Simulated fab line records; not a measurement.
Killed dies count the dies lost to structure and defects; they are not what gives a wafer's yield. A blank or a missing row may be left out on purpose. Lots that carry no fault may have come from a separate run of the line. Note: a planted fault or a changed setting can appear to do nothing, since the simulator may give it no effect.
fab line records	flow n5-finfet
record: lots: 10	wafers: 30	last-day: 16
route steps=1938 shown BEOL_M14@1736 BEOL_M15@1773 PASSIVATION@1936
lots with no fault: from the same line, run without faults
start-h: hours from the record's first day to the start of the lot's first wafer shown	wait-h: how many hours have passed since the lot's step before this one	" same as the row above	L1.1+2: one row covering several wafers at once	- no value, or no start was given	* or withheld: withheld	< > ~ a bound
route shown NAME@n: a module of which the file shows steps, and the number in the route of the first	usual: mean/standard deviation of fault-free wafers	same: alike in all rows	chamber/n: place in a boat	sites: per-site readings	_std_site: the values' standard deviation	_edge_site: mean of outer sites minus mean of inner sites	radius-mm: how far each site lies from the wafer's centre	mask NAME#n: copy n	behind: the last tool/chamber to shape the wafer	hold: the reason the lot was held/the length of the hold in hours/how it ended	device: transistor that didn't switch, given as n, p or np	end of line: tests run on the same wafers once the route is complete	a step given without rows: its recipe and nothing more	killed: at the first sort, the dies lost to defects and structure; wafer yield is something else	map: the dies of a wafer, with x for killed, . for not killed, _ for no die there
set.NAME: the setting the step ran with; set.NAME@STEP: the setting that earlier step ran with	model.NAME: the simulator's own value behind a step, which no gauge read
one table for each step of the route and one row for each wafer, over a sample of lots
services: when a tool's chamber went out of use (start-h, in hours from the record's first day, below 0 if earlier), for how many hours, and the reason
== steps ==
step: N5_BEOL_M14_CD_MEAS_17
recipe: target-cd-nm: 250	polarity: opening
usual: cd-nm: 251.0/2.5
lot.wafer	tool	chamber	start-h	wait-h	cd-nm
L182.2	cd-sem-02	-	230.17	0.0	251.6
L182.3	"	-	"	"	250.2
L182.5	"	-	"	"	250.6
L184.1	cd-sem-02	-	247.44	0.0	251.6
L184.4	"	-	"	"	255.2
L184.6	"	-	"	"	254.9
L185.2	cd-sem-02	-	255.31	0.0	247.2
L185.5	"	-	"	"	249.0
L185.6	"	-	"	"	250.7
L189.2	cd-sem-01	-	273.34	0.0	253.8
L189.4	"	-	"	"	254.1
L189.5	"	-	"	"	252.7
L188.2	cd-sem-03	-	280.45	0.0	252.0
L188.3	"	-	"	"	252.2
L188.4	"	-	"	"	252.0
L190.1	cd-sem-01	-	286.56	0.0	251.1
L190.3	"	-	"	"	253.1
L190.6	"	-	"	"	253.8
L192.2	cd-sem-03	-	302.57	0.0	250.1
L192.5	"	-	"	"	250.7
L192.6	"	-	"	"	249.0
L193.1	cd-sem-03	-	307.90	0.0	248.2
L193.4	"	-	"	"	248.0
L193.5	"	-	"	"	246.5
L196.1	cd-sem-03	-	327.61	0.0	251.9
L196.2	"	-	"	"	253.8
L196.4	"	-	"	"	252.6
L202.2	cd-sem-03	-	363.39	0.0	252.3
L202.3	"	-	"	"	252.6
L202.4	"	-	"	"	253.7
step: N5_BEOL_M14_ETCH_38
recipe: chemistry: CF4/N2	target: SiCN	target-depth-a: 1065	taper-deg: 2	time-s: 120.6	ion-energy-ev: 150	mask-material: SiO2	pressure-mtorr: 40	source-w: 430	bias-w: 70	Ar_flow_sccm: 100	cf4-flow-sccm: 60	n2-flow-sccm: 60
usual: cf4-flow-sccm: 59.97/0.18	drypump-motor-current-A: 5.6/0.53	oes-product-au: 0.81/0.085	rf-vpp-V: 382.5/2	showerhead-plenum-p-Torr: 2.22/0.079	throttle-valve-pct: 15.41/0.23
lot.wafer	tool	chamber	start-h	wait-h	cf4-flow-sccm	drypump-motor-current-A	oes-product-au	rf-hours-counter-h	rf-vpp-V	showerhead-plenum-p-Torr	throttle-valve-pct
L182.2	rie-diel-06	2	-	-	60.34	5.2	0.78	130	380.1	2.12	15.55
L182.3	"	0	"	"	60.14	5.0	0.71	205	383.7	2.27	15.72
L182.5	"	2	"	"	60.26	5.2	0.79	-	381.2	2.12	15.54
L184.1	rie-diel-03	0	-	-	60.27	6.3	0.69	242	382.8	2.26	15.73
L184.4	"	1	"	"	59.86	4.8	0.77	119	382.1	2.13	15.14
L184.6	"	1	"	"	59.91	4.8	0.77	-	380.2	2.13	15.13
L185.2	rie-diel-01	0	-	-	60.18	5.6	0.71	238	379.9	2.17	15.72
L185.5	"	0	"	"	60.01	5.6	0.71	-	381.9	2.17	15.72
L185.6	"	3	"	"	59.78	6.5	0.82	-	383.9	2.32	15.19
L189.2	rie-diel-03	2	-	-	60.02	5.8	0.68	247	379.7	2.09	15.72
L189.4	"	2	"	"	60.04	5.8	0.67	-	379.2	2.09	15.75
L189.5	"	3	"	"	60.30	5.8	0.86	-	383.4	2.23	15.39
L188.2	rie-diel-03	1	-	-	59.74	4.8	0.76	133	379.4	2.13	15.16
L188.3	"	3	"	"	59.78	5.8	0.87	51	383.2	2.23	15.39
L188.4	"	2	"	"	59.83	5.8	0.67	-	380.8	2.09	15.74
L190.1	rie-diel-01	2	-	-	60.10	5.1	0.75	149	384.8	2.30	15.80
L190.3	"	1	"	"	60.03	5.8	0.87	43	381.3	2.16	15.25
L190.6	"	0	"	"	59.95	5.7	0.71	-	382.2	2.16	15.74
L192.2	rie-diel-01	1	-	-	59.70	5.7	0.86	48	380.7	2.16	15.27
L192.5	"	1	"	"	59.57	5.7	0.86	-	382.0	2.16	15.27
L192.6	"	3	"	"	59.94	6.5	0.80	-	384.2	2.32	15.22
L193.1	rie-diel-01	1	-	-	60.08	5.7	0.85	51	382.1	2.15	15.26
L193.4	"	2	"	"	60.18	5.1	0.73	-	384.2	2.30	15.83
L193.5	"	3	"	"	59.92	6.5	0.80	-	384.2	2.31	15.19
L196.1	rie-diel-03	1	-	-	59.74	4.8	0.75	152	380.6	2.12	15.20
L196.2	"	3	"	"	59.83	5.8	0.84	73	383.4	2.23	15.42
L196.4	"	0	"	"	59.95	6.2	0.96	13	383.2	2.26	15.29
L202.2	rie-diel-03	0	-	-	59.75	6.2	0.94	24	383.4	2.25	15.29
L202.3	"	1	"	"	60.04	4.9	0.73	163	380.8	2.12	15.22
L202.4	"	2	"	"	59.97	5.7	0.90	17	385.7	2.35	15.28
step: N5_BEOL_M14_CMP_49
recipe: stop-on: SiO2	t-overpolish-s: 5.2	down-force-psi: 2	platen-rpm: 80	clearing-platen-down-force-psi: 2	clearing-platen-rpm: 80	post-cmp-clean: cu-alkaline	target-thk-nm: 560	clearing-platen-pad-velocity-m-s: 1.5917	pad-velocity-m-s: 1.5917
usual: barrier-field-endpoint-s: 11.31/0.3	clearing-platen-rpm: 80.00/0.045	motor-current-A: 8.1/0.8	overpolish-run-s: 5.199/0.0091	time-to-endpoint-s: 121/4.7
lot.wafer	tool	chamber	start-h	wait-h	barrier-field-endpoint-s	clearing-platen-rpm	motor-current-A	overpolish-run-s	time-to-endpoint-s
L182.2	cmp-04	0	234.30	0.2	11.65	80.00	7.1	5.194	128
L182.3	"	2	"	"	11.38	80.02	7.4	5.185	121
L182.5	"	1	"	"	11.57	79.94	8.3	5.184	126
L184.4	cmp-03	0	250.92	0.2	11.94	80.07	8.3	5.189	135
L184.1	"	1	"	"	11.11	80.02	7.2	5.195	117
L184.6	"	0	"	"	11.63	80.10	8.2	5.202	130
L185.2	cmp-04	3	261.54	0.2	11.32	79.98	9.5	5.196	119
L185.6	"	2	"	"	11.30	79.94	7.9	5.208	113
L185.5	"	3	"	"	11.34	80.02	9.4	5.198	119
L189.4	cmp-03	1	278.69	0.2	11.02	80.02	7.6	5.206	113
L189.2	"	2	"	"	10.93	80.01	8.6	5.199	115
L189.5	"	1	"	"	11.03	80.02	7.4	5.194	115
L188.3	cmp-04	2	284.62	0.2	11.74	80.05	7.4	5.202	126
L188.2	"	0	"	"	11.75	80.06	7.0	5.205	128
L188.4	"	1	"	"	11.75	79.99	8.1	5.205	125
L190.1	cmp-02	3	290.48	0.3	11.11	79.92	8.4	5.192	117
L190.3	"	1	"	"	11.15	80.01	8.7	5.200	118
L190.6	"	3	"	"	11.15	80.00	8.3	5.188	119
L192.2	cmp-03	2	307.73	0.3	10.67	80.00	9.0	5.198	113
L192.5	"	0	"	"	11.55	79.89	7.9	5.195	124
L192.6	"	1	"	"	10.85	80.00	7.4	5.220	116
L193.4	cmp-02	1	313.99	0.1	11.29	79.99	8.2	5.203	115
L193.1	"	3	"	"	11.40	80.03	8.7	5.203	114
L193.5	"	1	"	"	11.42	80.02	8.3	5.208	118
L196.2	cmp-04	1	332.41	0.2	11.33	80.00	8.5	5.196	121
L196.1	"	2	"	"	11.29	79.93	7.6	5.183	115
L196.4	"	0	"	"	11.42	79.97	7.0	5.204	125
L202.2	cmp-03	0	366.07	0.5	11.59	79.98	8.3	5.187	128
L202.4	"	2	"	"	10.67	79.99	8.8	5.186	113
L202.3	"	3	"	"	10.64	80.01	8.1	5.198	111
step: N5_BEOL_M15_ILD_DEP_00
recipe: material: SiO2	target-thk-a: 16293	temp-c: 400	precursor: TEOS/O2	pressure-torr: 6.5	rf-w: 900	teos-flow-sccm: 161.4	gas: O2	flow-sccm: 2650	time-s: 346.1
usual: heater-power-w: 523/91	showerhead-plenum-p-Torr: 8.344/0.027	showerhead-vpp-V: 1904/73	susceptor-temp-C: 400.01/0.23	throttle-valve-pct: 19.2/1.7
lot.wafer	tool	chamber	start-h	wait-h	heater-power-w	showerhead-plenum-p-Torr	showerhead-vpp-V	susceptor-temp-C	throttle-valve-pct
L182.2	pecvd-01	0	234.79	0.0	512	8.324	1827	400.10	20.1
L182.3	"	1	"	"	522	8.369	1935	400.05	21.7
L182.5	"	1	"	"	639	8.379	1979	399.98	22.0
L184.1	pecvd-01	2	251.37	0.0	642	8.366	1938	399.70	18.4
L184.4	"	1	"	"	680	8.361	1990	399.96	21.7
L184.6	"	0	"	"	444	8.285	1827	399.94	20.2
L185.2	pecvd-01	1	261.98	0.0	554	8.366	1984	399.99	21.7
L185.5	"	2	"	"	641	8.371	1950	399.73	18.6
L185.6	"	1	"	"	653	8.383	1945	399.73	21.8
L189.2	pecvd-04	2	279.18	0.0	477	8.320	1851	399.99	16.6
L189.4	"	2	"	"	529	8.331	1874	400.48	16.4
L189.5	"	0	"	"	370	8.327	1988	399.62	19.0
L188.2	pecvd-01	1	285.22	0.1	543	8.366	1941	405.50	22.1
L188.3	"	1	"	"	677	8.350	1980	405.64	21.8
L188.4	"	1	"	"	565	8.389	2025	405.59	22.2
L190.1	pecvd-01	2	290.96	0.0	623	8.366	1975	405.69	18.8
L190.3	"	2	"	"	514	8.365	1983	405.34	18.4
L190.6	"	1	"	"	540	8.372	1967	405.30	22.0
L192.2	pecvd-04	2	308.14	0.0	465	8.321	1855	399.73	16.7
L192.5	"	0	"	"	468	8.312	2013	400.27	19.0
L192.6	"	2	"	"	389	8.324	1866	400.02	16.8
L193.1	pecvd-04	1	314.47	0.0	583	8.334	1812	399.80	19.2
L193.4	"	1	"	"	462	8.320	1781	399.74	19.0
L193.5	"	2	"	"	395	8.322	1847	399.73	16.7
L196.1	pecvd-04	0	332.90	0.0	506	8.325	1980	400.03	19.2
L196.2	"	2	"	"	508	8.329	1837	399.98	16.4
L196.4	"	1	"	"	615	8.329	1806	399.88	18.9
L202.2	pecvd-04	2	366.56	0.0	531	8.314	1879	399.93	16.7
L202.3	"	0	"	"	390	8.319	2006	399.56	19.2
L202.4	"	2	"	"	401	8.332	1877	400.16	16.9
step: N5_BEOL_M15_THK_MEAS_01
recipe: reads: SiO2_of_BEOL_M15_ILD_DEP_00
usual: M15_ILD_THK: 1632/21
lot.wafer	tool	chamber	start-h	wait-h	M15_ILD_THK[nm]
L182.2	film-metro-02	-	235.04	0.1	1604
L182.3	"	-	"	"	1620
L182.5	"	-	"	"	1652
L184.1	film-metro-01	-	251.62	0.1	1620
L184.4	"	-	"	"	1657
L184.6	"	-	"	"	1626
L185.2	film-metro-02	-	262.23	0.1	1621
L185.5	"	-	"	"	1636
L185.6	"	-	"	"	1662
L189.2	film-metro-02	-	279.43	0.1	1636
L189.4	"	-	"	"	1662
L189.5	"	-	"	"	1631
L188.2	film-metro-02	-	285.79	0.5	1601
L188.3	"	-	"	"	1578
L188.4	"	-	"	"	1598
L190.1	film-metro-02	-	291.32	0.2	1538
L190.3	"	-	"	"	1574
L190.6	"	-	"	"	1585
L192.2	film-metro-01	-	308.50	0.3	1644
L192.5	"	-	"	"	1648
L192.6	"	-	"	"	1667
L193.1	film-metro-02	-	314.72	0.1	1638
L193.4	"	-	"	"	1666
L193.5	"	-	"	"	1664
L196.1	film-metro-02	-	333.15	0.1	1616
L196.2	"	-	"	"	1633
L196.4	"	-	"	"	1679
L202.2	film-metro-01	-	366.81	0.1	1630
L202.3	"	-	"	"	1598
L202.4	"	-	"	"	1624
step: N5_PASSIVATION_PROBE_49
usual: defect-limited-yield: 91.3/1.5	killed_at_M0_to_M3: 34/9.4	killed_at_M4_up: 13/5.3	killed-at-contacts: 13/5.7	killed-at-front-end: 40/10	killed-at-other: 3.7/2.8	killed-dies: 103/17	killed-open: 67/13	killed-short: 35/8.5	sort_bin_5_function: 5.0/0.98	sort_bin_6_memory: 3.3/0.7	sort-n-pass: 1077/17	sort-yield-pct: 91.3/1.5
same: gross-dies: 1180	killed-at-back-side: 0	sort_bin_4_leakage[%]: 0	sort_bin_8_speed[%]: 0
lot.wafer	tool	chamber	start-h	wait-h	defect-limited-yield[%]	killed_at_M0_to_M3	killed_at_M4_up	killed-at-contacts	killed-at-front-end	killed-at-other	killed-dies	killed-open	killed-short	sort_bin_5_function[%]	sort_bin_6_memory[%]	sort-n-pass	sort-yield-pct[%]
L192.6	prober-02	-	326.92	0.4	91.5	26	7	23	37	7	100	66	33	4.1	4.0	1080	91.5
killed by level:class
L192.6 MOL_CONTACT_COAG:geometric-particle:open=19 STI_FIN_REVEAL:geometric-particle:open=7 BEOL_M1:geometric-particle:open=7 FIN_SAQP:geometric-particle:short=6 GATE_CUT:geometric-particle:short=6 BEOL_M2:geometric-particle:open=5 BEOL_M3:geometric-particle:open=5 MOL_CONTACT_COAG:geometric-particle:short=4
== services ==
tool	chamber	start-h	hours	kind
rie-diel-03	1	213.27	14.2	repair
rie-diel-03	0	218.88	6.2	repair
cmp-04	-	239.30	0.7	repair
rie-diel-06	1	254.91	6.7	repair
rie-diel-06	3	258.08	2.7	repair
cmp-03	-	260.77	3.3	pm
cmp-04	-	262.37	5.8	repair
pecvd-01	0	271.13	58.4	repair
cmp-03	-	273.35	1.4	repair
cmp-04	-	279.00	5.4	pm
pecvd-01	2	280.52	5.9	repair
cmp-04	-	287.56	4.0	pm
cmp-03	-	292.18	4.0	pm
cmp-03	-	312.01	4.2	repair
pecvd-04	-	330.61	0.5	repair
rie-diel-06	2	336.84	9.5	repair
cmp-03	-	338.88	11.3	pm
cmp-04	-	339.12	1.3	repair
cmp-02	-	341.55	6.4	pm
cmp-04	-	344.77	1.8	repair
pecvd-04	-	351.58	5.5	pm
rie-diel-01	-	354.60	0.3	repair
cmp-04	-	362.34	6.0	pm
cmp-02	-	363.83	3.7	pm
== key ==
first-sign: step: N5_BEOL_M15_ILD_DEP_00	reading: susceptor-temp-C	direction: up	sigmas: 24	usual: *	struck: *
effect: step: N5_BEOL_M15_THK_MEAS_01	reading: M15_ILD_THK	direction: down	sigmas: 2.6	usual: 1632	struck: 1579
met-at N5_BEOL_M15_ILD_DEP_00
struck-lots L188,L190
not-acting-at N5_BEOL_M14_CD_MEAS_17,N5_BEOL_M14_ETCH_38,N5_BEOL_M14_CMP_49
onset-between 261.98 285.22
earlier-fault: kind: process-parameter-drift	tool: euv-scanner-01	chamber: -	onset-h: 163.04	steps: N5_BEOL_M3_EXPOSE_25	channel: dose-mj	offset: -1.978	shape: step	acts-in: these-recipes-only	stated: 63
earlier-fault: kind: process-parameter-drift	tool: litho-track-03	chamber: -	onset-h: 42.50	steps: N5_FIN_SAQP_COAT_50	channel: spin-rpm	offset: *	shape: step	acts-in: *	stated: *
fault: kind: process-parameter-drift	tool: pecvd-01	chamber: -	onset-h: 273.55	steps: N5_BEOL_M15_ILD_DEP_00	channel: temp-c	offset: *	shape: step	acts-in: *	stated: *
